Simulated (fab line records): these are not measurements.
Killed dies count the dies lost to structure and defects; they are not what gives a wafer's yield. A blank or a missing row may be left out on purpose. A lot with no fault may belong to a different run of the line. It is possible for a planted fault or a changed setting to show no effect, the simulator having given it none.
Matching of chambers    flow nand harc    NHARC_A_WL_FILL_ETCHBACK_26 on rie si-04: 4 sister chambers
The step etches the open film in HBr, target depth 52 nm, time 13.3 s. 14 wafers are shown with their chamber, then 7 later ones without.

## WAFERS, EACH WITH ITS CHAMBER
wafer   chamber  drypump motor current A (A)  oes product au (a.u.)  throttle valve pct (%)
L925.1  1        5.4                          1.019                  23.243
L925.3  3        6.6                          1.003                  23.251
L925.6  1        5.3                          1.005                  23.264
L926.3  3        6.6                          1.003                  23.266
L926.5  2        5.3                          0.999                  23.273
L926.6  1        5.3                          1.002                  23.285
L927.2  3        6.6                          1.005                  23.262
L927.4  1        5.3                          0.999                  23.268
L927.5  2        5.3                          0.996                  23.273
L933.3  0        6.2                          0.993                  23.262
L933.4  3        6.6                          1.004                  23.275
L933.6  3        6.6                          1.005                  23.264
L935.1  3        6.6                          1.004                  23.258
L935.5  2        5.2                          0.990                  23.274

SIGNATURES (averages over the wafers above)
reading                  chamber 0  chamber 1  chamber 2  chamber 3  scatter within a chamber
drypump motor current A  6.200      5.325      5.267      6.600      0.0376
oes product au           0.99300    1.00625    0.99500    1.00400    0.0053
throttle valve pct       23.26200   23.26500   23.27333   23.26267   0.011
Rule: for a wafer and a chamber, the distance is found by dividing, reading by reading, the gap between the wafer's reading and the chamber's mean by the reading's scatter, squaring, summing and taking the root. The wafer belongs to the nearest chamber; if the next one is less than 2 further off, it can't be placed. The scatter: take each reading less its chamber's mean, square it, sum over the shown wafers, divide by the number of wafers less the number of chambers, and take the root.

## WAFERS WITH NO CHAMBER GIVEN
wafer   drypump motor current A (A)  oes product au (a.u.)  throttle valve pct (%)
L935.6  5.4                          1.005                  23.260
L940.3  5.3                          1.003                  23.267
L940.4  5.3                          0.997                  23.266
L940.6  5.3                          1.004                  23.276
L948.1  5.2                          0.979                  23.259
L948.5  6.3                          0.993                  23.264
L948.6  6.6                          0.986                  23.267

## WHICH CHAMBER EACH ONE RAN IN
wafer   from the rows above      in truth
L935.6  1                        1
L940.3  can't be placed: 1 or 2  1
L940.4  can't be placed: 2 or 1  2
L940.6  can't be placed: 1 or 2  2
L948.1  2                        2
L948.5  0                        0
L948.6  3                        3
Correctly placed: 4 of 7. These rows do not allow placing 3 (true chamber among the candidates in 3). Number placed wrongly: 0.
